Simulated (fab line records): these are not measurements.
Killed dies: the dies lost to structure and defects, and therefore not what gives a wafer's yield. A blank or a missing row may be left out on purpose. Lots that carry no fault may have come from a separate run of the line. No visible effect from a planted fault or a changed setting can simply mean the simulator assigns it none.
Which tool was responsible? / flow n5-finfet / Sampling: 10 lots, 29 wafers, 5 of 1938 route steps

== WHAT THE GAUGES READ, wafer by wafer ==
The record holds no reading of a measuring or inspecting step that can be judged against a usual standard deviation.

== TOOL THAT RAN EACH LOT (tool first, then ch and the chambers of the sampled wafers, then the start) ==
lot=L959; N5_BEOL_M11_DESCUM_33=rie-diel-01 ch 0,2,3, day 16 02:48; N5_BEOL_M11_ETCH_65=rie-diel-01 ch 0,2,3, day 16 02:50; N5_BEOL_M11_TRENCH_ETCH_37=rie-diel-01 ch 0,2,3, day 16 03:07; N5_BEOL_M11_CURE_72=uv-cure-01 ch 0, day 16 03:29; N5_PASSIVATION_PROBE_49=-
lot=L961; N5_BEOL_M11_DESCUM_33=rie-diel-05 ch 0,3, day 17 08:26; N5_BEOL_M11_ETCH_65=rie-diel-05 ch 0,3, day 17 08:28; N5_BEOL_M11_TRENCH_ETCH_37=rie-diel-05 ch 0,3, day 17 08:45; N5_BEOL_M11_CURE_72=uv-cure-03 ch 1, day 17 09:11; N5_PASSIVATION_PROBE_49=-
lot=L963; N5_BEOL_M11_DESCUM_33=rie-diel-01 ch 0,1,2, day 18 08:07; N5_BEOL_M11_ETCH_65=rie-diel-01 ch 0,1,2, day 18 08:08; N5_BEOL_M11_TRENCH_ETCH_37=rie-diel-01 ch 0,1,2, day 18 08:25; N5_BEOL_M11_CURE_72=uv-cure-03 ch 1, day 18 08:47; N5_PASSIVATION_PROBE_49=-
lot=L968; N5_BEOL_M11_DESCUM_33=rie-diel-04 ch 0,1,3, day 18 17:11; N5_BEOL_M11_ETCH_65=rie-diel-04 ch 0,1,3, day 18 17:14; N5_BEOL_M11_TRENCH_ETCH_37=rie-diel-04 ch 0,1,3, day 18 17:30; N5_BEOL_M11_CURE_72=uv-cure-02 ch 1, day 18 18:16; N5_PASSIVATION_PROBE_49=-
lot=L966; N5_BEOL_M11_DESCUM_33=rie-diel-04 ch 0,1,2, day 20 07:54; N5_BEOL_M11_ETCH_65=rie-diel-04 ch 0,1,2, day 20 07:56; N5_BEOL_M11_TRENCH_ETCH_37=rie-diel-04 ch 0,1,2, day 20 08:13; N5_BEOL_M11_CURE_72=uv-cure-03 ch 2, day 20 08:51; N5_PASSIVATION_PROBE_49=prober-02, day 22 06:54
lot=L969; N5_BEOL_M11_DESCUM_33=rie-diel-04 ch 0,1,2, day 20 10:41; N5_BEOL_M11_ETCH_65=rie-diel-04 ch 0,1,2, day 20 10:43; N5_BEOL_M11_TRENCH_ETCH_37=rie-diel-04 ch 0,1,2, day 20 11:00; N5_BEOL_M11_CURE_72=uv-cure-02 ch 2, day 20 11:23; N5_PASSIVATION_PROBE_49=-
lot=L973; N5_BEOL_M11_DESCUM_33=rie-diel-04 ch 0,1,2, day 21 01:07; N5_BEOL_M11_ETCH_65=rie-diel-04 ch 0,1,2, day 21 01:08; N5_BEOL_M11_TRENCH_ETCH_37=rie-diel-04 ch 0,1,2, day 21 01:25; N5_BEOL_M11_CURE_72=uv-cure-02 ch 2, day 21 01:56; N5_PASSIVATION_PROBE_49=prober-02, day 23 09:14
lot=L976; N5_BEOL_M11_DESCUM_33=rie-diel-04 ch 1,2,3, day 21 16:26; N5_BEOL_M11_ETCH_65=rie-diel-04 ch 1,2,3, day 21 16:28; N5_BEOL_M11_TRENCH_ETCH_37=rie-diel-04 ch 1,2,3, day 21 16:44; N5_BEOL_M11_CURE_72=uv-cure-01 ch 2, day 21 17:25; N5_PASSIVATION_PROBE_49=-
lot=L980; N5_BEOL_M11_DESCUM_33=rie-diel-01 ch 1,2,3, day 22 21:56; N5_BEOL_M11_ETCH_65=rie-diel-01 ch 1,2,3, day 22 21:58; N5_BEOL_M11_TRENCH_ETCH_37=rie-diel-01 ch 1,2,3, day 22 22:15; N5_BEOL_M11_CURE_72=uv-cure-02 ch 2, day 22 22:47; N5_PASSIVATION_PROBE_49=prober-01, day 25 00:40
lot=L981; N5_BEOL_M11_DESCUM_33=rie-diel-01 ch 3, day 23 00:34; N5_BEOL_M11_ETCH_65=rie-diel-01 ch 3, day 23 00:35; N5_BEOL_M11_TRENCH_ETCH_37=rie-diel-01 ch 3, day 23 00:52; N5_BEOL_M11_CURE_72=uv-cure-02 ch 0, day 23 01:15; N5_PASSIVATION_PROBE_49=-
- N5_BEOL_M11_DESCUM_33: chemistry O2, time 7.9 s.
- N5_BEOL_M11_ETCH_65: etches SiARC in CF4, target depth 39 nm, time 65 s.
- N5_BEOL_M11_TRENCH_ETCH_37: etches SiCOH lowk in C4F6/O2, target depth 148.83 nm, time 48 s.
- N5_BEOL_M11_CURE_72: cures SiCOH lowk, time 120 s.
- N5_PASSIVATION_PROBE_49

== WHAT THE TOOLS THEMSELVES READ (means of the sampled wafers that have a number; where no wafer has one, the mark that the record gives instead) ==
N5_BEOL_M11_DESCUM_33.
lot=L959; tool=rie-diel-01; drypump-motor-current-A (A)=5.8; oes-product-au (a.u.)=0.80; rf-vpp-V (V)=243.2; showerhead-plenum-p-Torr (Torr)=2.07; throttle-valve-pct (%)=20.21
lot=L961; tool=rie-diel-05; drypump-motor-current-A (A)=5.7; oes-product-au (a.u.)=0.91; rf-vpp-V (V)=243.0; showerhead-plenum-p-Torr (Torr)=2.05; throttle-valve-pct (%)=20.15
lot=L963; tool=rie-diel-01; drypump-motor-current-A (A)=5.6; oes-product-au (a.u.)=0.75; rf-vpp-V (V)=242.2; showerhead-plenum-p-Torr (Torr)=2.06; throttle-valve-pct (%)=20.22
lot=L968; tool=rie-diel-04; drypump-motor-current-A (A)=5.5; oes-product-au (a.u.)=0.81; rf-vpp-V (V)=243.1; showerhead-plenum-p-Torr (Torr)=2.10; throttle-valve-pct (%)=20.39
lot=L966; tool=rie-diel-04; drypump-motor-current-A (A)=5.3; oes-product-au (a.u.)=0.86; rf-vpp-V (V)=244.5; showerhead-plenum-p-Torr (Torr)=2.12; throttle-valve-pct (%)=20.40
lot=L969; tool=rie-diel-04; drypump-motor-current-A (A)=5.3; oes-product-au (a.u.)=0.85; rf-vpp-V (V)=243.6; showerhead-plenum-p-Torr (Torr)=2.12; throttle-valve-pct (%)=20.41
lot=L973; tool=rie-diel-04; drypump-motor-current-A (A)=5.2; oes-product-au (a.u.)=0.84; rf-vpp-V (V)=243.9; showerhead-plenum-p-Torr (Torr)=2.12; throttle-valve-pct (%)=20.42
lot=L976; tool=rie-diel-04; drypump-motor-current-A (A)=5.4; oes-product-au (a.u.)=0.90; rf-vpp-V (V)=242.3; showerhead-plenum-p-Torr (Torr)=2.07; throttle-valve-pct (%)=20.14
lot=L980; tool=rie-diel-01; drypump-motor-current-A (A)=6.0; oes-product-au (a.u.)=0.76; rf-vpp-V (V)=242.6; showerhead-plenum-p-Torr (Torr)=2.09; throttle-valve-pct (%)=20.30
lot=L981; tool=rie-diel-01; drypump-motor-current-A (A)=6.2; oes-product-au (a.u.)=0.81; rf-vpp-V (V)=244.1; showerhead-plenum-p-Torr (Torr)=2.10; throttle-valve-pct (%)=20.23

N5_BEOL_M11_ETCH_65.
lot=L959; tool=rie-diel-01; bias-w (W)=35.93; cf4-flow-sccm (sccm)=99.86; drypump-motor-current-A (A)=5.8; etch-rf-on-time-s (s)=66.5; oes-product-au (a.u.)=0.67; rf-vpp-V (V)=184.3; showerhead-plenum-p-Torr (Torr)=2.12; throttle-valve-pct (%)=15.41
lot=L961; tool=rie-diel-05; bias-w (W)=36.02; cf4-flow-sccm (sccm)=99.95; drypump-motor-current-A (A)=5.7; etch-rf-on-time-s (s)=64.7; oes-product-au (a.u.)=0.77; rf-vpp-V (V)=183.6; showerhead-plenum-p-Torr (Torr)=2.10; throttle-valve-pct (%)=15.34
lot=L963; tool=rie-diel-01; bias-w (W)=36.08; cf4-flow-sccm (sccm)=99.80; drypump-motor-current-A (A)=5.6; etch-rf-on-time-s (s)=65.4; oes-product-au (a.u.)=0.64; rf-vpp-V (V)=184.0; showerhead-plenum-p-Torr (Torr)=2.11; throttle-valve-pct (%)=15.53
lot=L968; tool=rie-diel-04; bias-w (W)=36.00; cf4-flow-sccm (sccm)=100.03; drypump-motor-current-A (A)=5.5; etch-rf-on-time-s (s)=66.2; oes-product-au (a.u.)=0.67; rf-vpp-V (V)=183.9; showerhead-plenum-p-Torr (Torr)=2.16; throttle-valve-pct (%)=15.64
lot=L966; tool=rie-diel-04; bias-w (W)=35.93; cf4-flow-sccm (sccm)=99.86; drypump-motor-current-A (A)=5.3; etch-rf-on-time-s (s)=65.3; oes-product-au (a.u.)=0.73; rf-vpp-V (V)=183.3; showerhead-plenum-p-Torr (Torr)=2.18; throttle-valve-pct (%)=15.57
lot=L969; tool=rie-diel-04; bias-w (W)=36.06; cf4-flow-sccm (sccm)=100.05; drypump-motor-current-A (A)=5.3; etch-rf-on-time-s (s)=65.0; oes-product-au (a.u.)=0.72; rf-vpp-V (V)=184.5; showerhead-plenum-p-Torr (Torr)=2.18; throttle-valve-pct (%)=15.57
lot=L973; tool=rie-diel-04; bias-w (W)=36.02; cf4-flow-sccm (sccm)=99.86; drypump-motor-current-A (A)=5.3; etch-rf-on-time-s (s)=65.4; oes-product-au (a.u.)=0.72; rf-vpp-V (V)=185.0; showerhead-plenum-p-Torr (Torr)=2.17; throttle-valve-pct (%)=15.58
lot=L976; tool=rie-diel-04; bias-w (W)=36.08; cf4-flow-sccm (sccm)=99.83; drypump-motor-current-A (A)=5.4; etch-rf-on-time-s (s)=65.2; oes-product-au (a.u.)=0.76; rf-vpp-V (V)=183.1; showerhead-plenum-p-Torr (Torr)=2.14; throttle-valve-pct (%)=15.37
lot=L980; tool=rie-diel-01; bias-w (W)=35.99; cf4-flow-sccm (sccm)=99.92; drypump-motor-current-A (A)=6.0; etch-rf-on-time-s (s)=65.8; oes-product-au (a.u.)=0.65; rf-vpp-V (V)=183.8; showerhead-plenum-p-Torr (Torr)=2.14; throttle-valve-pct (%)=15.53
lot=L981; tool=rie-diel-01; bias-w (W)=36.03; cf4-flow-sccm (sccm)=100.02; drypump-motor-current-A (A)=6.2; etch-rf-on-time-s (s)=65.3; oes-product-au (a.u.)=0.69; rf-vpp-V (V)=184.4; showerhead-plenum-p-Torr (Torr)=2.14; throttle-valve-pct (%)=15.38

N5_BEOL_M11_TRENCH_ETCH_37.
lot=L959; tool=rie-diel-01; bias-w (W)=185.2; drypump-motor-current-A (A)=5.8; oes-product-au (a.u.)=0.80; rf-vpp-V (V)=665; showerhead-plenum-p-Torr (Torr)=2.83; throttle-valve-pct (%)=20.73
lot=L961; tool=rie-diel-05; bias-w (W)=185.3; drypump-motor-current-A (A)=5.7; oes-product-au (a.u.)=0.91; rf-vpp-V (V)=646; showerhead-plenum-p-Torr (Torr)=2.80; throttle-valve-pct (%)=20.75
lot=L963; tool=rie-diel-01; bias-w (W)=185.5; drypump-motor-current-A (A)=5.6; oes-product-au (a.u.)=0.75; rf-vpp-V (V)=661; showerhead-plenum-p-Torr (Torr)=2.82; throttle-valve-pct (%)=20.83
lot=L968; tool=rie-diel-04; bias-w (W)=184.9; drypump-motor-current-A (A)=5.5; oes-product-au (a.u.)=0.80; rf-vpp-V (V)=687; showerhead-plenum-p-Torr (Torr)=2.88; throttle-valve-pct (%)=21.03
lot=L966; tool=rie-diel-04; bias-w (W)=185.0; drypump-motor-current-A (A)=5.3; oes-product-au (a.u.)=0.86; rf-vpp-V (V)=677; showerhead-plenum-p-Torr (Torr)=2.90; throttle-valve-pct (%)=20.99
lot=L969; tool=rie-diel-04; bias-w (W)=184.7; drypump-motor-current-A (A)=5.3; oes-product-au (a.u.)=0.85; rf-vpp-V (V)=677; showerhead-plenum-p-Torr (Torr)=2.90; throttle-valve-pct (%)=21.00
lot=L973; tool=rie-diel-04; bias-w (W)=169.0; drypump-motor-current-A (A)=5.3; oes-product-au (a.u.)=0.83; rf-vpp-V (V)=632; showerhead-plenum-p-Torr (Torr)=2.90; throttle-valve-pct (%)=21.01
lot=L976; tool=rie-diel-04; bias-w (W)=169.3; drypump-motor-current-A (A)=5.4; oes-product-au (a.u.)=0.88; rf-vpp-V (V)=637; showerhead-plenum-p-Torr (Torr)=2.84; throttle-valve-pct (%)=20.76
lot=L980; tool=rie-diel-01; bias-w (W)=184.8; drypump-motor-current-A (A)=6.0; oes-product-au (a.u.)=0.76; rf-vpp-V (V)=672; showerhead-plenum-p-Torr (Torr)=2.84; throttle-valve-pct (%)=20.79
lot=L981; tool=rie-diel-01; bias-w (W)=184.8; drypump-motor-current-A (A)=6.2; oes-product-au (a.u.)=0.81; rf-vpp-V (V)=680; showerhead-plenum-p-Torr (Torr)=2.84; throttle-valve-pct (%)=20.65

N5_BEOL_M11_CURE_72.
lot=L959; tool=uv-cure-01; lamp-power-pct (%)=52.34; wafer_temp_C_max=372.8
lot=L961; tool=uv-cure-03; lamp-power-pct (%)=52.35; wafer_temp_C_max=372.9
lot=L963; tool=uv-cure-03; lamp-power-pct (%)=52.24; wafer_temp_C_max=372.7
lot=L968; tool=uv-cure-02; lamp-power-pct (%)=52.29; wafer_temp_C_max=372.2
lot=L966; tool=uv-cure-03; lamp-power-pct (%)=52.31; wafer_temp_C_max=371.4
lot=L969; tool=uv-cure-02; lamp-power-pct (%)=52.28; wafer_temp_C_max=371.8
lot=L973; tool=uv-cure-02; lamp-power-pct (%)=52.34; wafer_temp_C_max=371.7
lot=L976; tool=uv-cure-01; lamp-power-pct (%)=52.32; wafer_temp_C_max=371.9
lot=L980; tool=uv-cure-02; lamp-power-pct (%)=52.35; wafer_temp_C_max=371.7
lot=L981; tool=uv-cure-02; lamp-power-pct (%)=52.28; wafer_temp_C_max=371.9

N5_PASSIVATION_PROBE_49.
lot=L966; tool=prober-02; defect-limited-yield (%)=90.7; killed_at_M0_to_M3=45; killed_at_M4_up=17; killed-at-contacts=8; killed-at-front-end=36; killed-at-other=4.0; killed-dies=110; killed-open=78; killed-short=30; sort_bin_5_function (%)=5.6; sort_bin_6_memory (%)=3.5; sort_bin_8_speed (%)=0.00; sort-n-pass=1070; sort-yield-pct (%)=90.7
lot=L973; tool=prober-02; defect-limited-yield (%)=91.3; killed_at_M0_to_M3=35; killed_at_M4_up=16; killed-at-contacts=6; killed-at-front-end=41; killed-at-other=5.0; killed-dies=103; killed-open=73; killed-short=30; sort_bin_5_function (%)=4.6; sort_bin_6_memory (%)=3.9; sort_bin_8_speed (%)=0.00; sort-n-pass=1077; sort-yield-pct (%)=91.3
lot=L980; tool=prober-01; defect-limited-yield (%)=90.9; killed_at_M0_to_M3=41; killed_at_M4_up=20; killed-at-contacts=7; killed-at-front-end=37; killed-at-other=1.7; killed-dies=107; killed-open=73; killed-short=32; sort_bin_5_function (%)=5.6; sort_bin_6_memory (%)=3.2; sort_bin_8_speed (%)=0.00; sort-n-pass=1073; sort-yield-pct (%)=90.9

== THE ANSWER, worked out from the rows above alone ==
Rule: the lots themselves supply what counts as usual. Put in order of their means at a reading, lots are off if they are a third of the lots or fewer, leave a main group of 4 or more, and stand apart from it by a gap of 3 or more times the standard deviation of the main group's means; of several such gaps the widest counts. A main group is skipped when, at the precision printed for the reading in the tables above, its means are all equal. A lot without any number at a reading at which 4 lots or more have one is off too. Any other lot the step has rows for is counted as sound. First the gauges in route order, then the tools' own readings, where a lot's mean is used as printed above. At the first step where some lot is off, the reading lying furthest off is the one used; lots without a number count as furthest.
Off: L973, L976 (N5_BEOL_M11_TRENCH_ETCH_37, bias-w). Mean 185.0 W and standard deviation 0.26 in the main group.
If a tool, at that step or one of the process steps before it, ran each lot that is off and ran no sound lot following the first of them, it fits. One fits: rie-diel-04 at N5_BEOL_M11_DESCUM_33 and N5_BEOL_M11_ETCH_65 and N5_BEOL_M11_TRENCH_ETCH_37. At N5_BEOL_M11_DESCUM_33 its last sound lot is L969 (day 20 10:41), its first lot that is off L973 (day 21 01:07): a fault that began between those two fits.

== WHAT HAD BEEN PUT IN BY THE SIMULATOR ==
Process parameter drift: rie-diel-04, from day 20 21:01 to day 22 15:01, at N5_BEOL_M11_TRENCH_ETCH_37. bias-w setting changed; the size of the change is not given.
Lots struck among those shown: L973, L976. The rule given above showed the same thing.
